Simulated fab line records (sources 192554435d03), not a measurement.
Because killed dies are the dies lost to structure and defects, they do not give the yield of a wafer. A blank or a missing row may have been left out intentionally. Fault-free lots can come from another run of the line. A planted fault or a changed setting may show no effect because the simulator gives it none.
Matching of chambers	flow n5_finfet	rie_diel-01 running N5_GATE_CUT_DESCUM_18: 4 sister chambers
The step chemistry O2, time 7 s. 20 wafers are shown with their chamber, then 10 later ones without.

## WAFERS, EACH WITH ITS CHAMBER
wafer	chamber	showerhead_plenum_p_Torr (Torr)	drypump_motor_current_A (A)	throttle_valve_pct (%)
L074.1	0	1.98	5.3	20.83
L074.5	1	2.00	5.1	20.70
L074.6	0	1.98	5.4	20.81
L075.2	3	2.17	5.6	20.42
L075.5	2	2.06	5.5	20.52
L075.6	3	2.17	5.6	20.44
L078.4	1	2.00	5.1	20.72
L078.5	3	2.17	5.6	20.43
L078.6	0	1.98	5.3	20.84
L079.1	0	1.98	5.3	20.84
L079.3	1	2.00	5.1	20.70
L079.4	1	2.00	5.1	20.70
L081.2	0	1.98	5.3	20.86
L081.3	3	2.17	5.6	20.45
L081.5	3	2.17	5.6	20.44
L086.1	3	2.16	5.6	20.08
L086.2	2	2.05	5.5	20.23
L086.3	1	1.99	5.1	20.73
L088.1	2	2.05	5.4	20.24
L088.3	3	2.16	5.6	20.09

SIGNATURES (averages over the wafers above)
reading	chamber 0	chamber 1	chamber 2	chamber 3	scatter within a chamber
showerhead_plenum_p_Torr	1.9800	1.9980	2.0533	2.1671	0.00425
drypump_motor_current_A	5.320	5.100	5.467	5.600	0.0303
throttle_valve_pct	20.8360	20.7100	20.3300	20.3357	0.121
Rule: distance of a wafer from a chamber = root of the sum over the readings of ((wafer's reading minus chamber's mean) / reading's scatter) squared. If the next closest chamber is less than 2 further off than the closest, the wafer can't be placed; otherwise it belongs to the closest. How the scatter is found: for the shown wafers, subtract from each reading the mean of its chamber, square and add these, divide the total by (wafers less chambers), then take the root.

## WAFERS WITH NO CHAMBER GIVEN
wafer	showerhead_plenum_p_Torr (Torr)	drypump_motor_current_A (A)	throttle_valve_pct (%)
L088.5	2.16	5.6	20.08
L090.1	1.99	5.1	20.73
L090.2	2.05	5.4	20.25
L090.6	1.99	5.1	20.76
L096.1	2.16	5.6	20.11
L096.3	2.24	5.4	20.43
L096.5	1.99	5.1	20.77
L097.1	2.05	5.5	20.26
L097.4	2.24	5.4	20.41
L097.5	1.99	5.1	20.77

## CHAMBER TAKEN BY EACH
wafer	from the rows above	in truth
L088.5	3	3
L090.1	1	1
L090.2	2	2
L090.6	1	1
L096.1	3	3
L096.3	3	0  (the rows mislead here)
L096.5	1	1
L097.1	2	2
L097.4	3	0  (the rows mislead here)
L097.5	1	1
Placed correctly: 8 of 10. Left unplaced by these rows: 0. Number placed wrongly: 2.
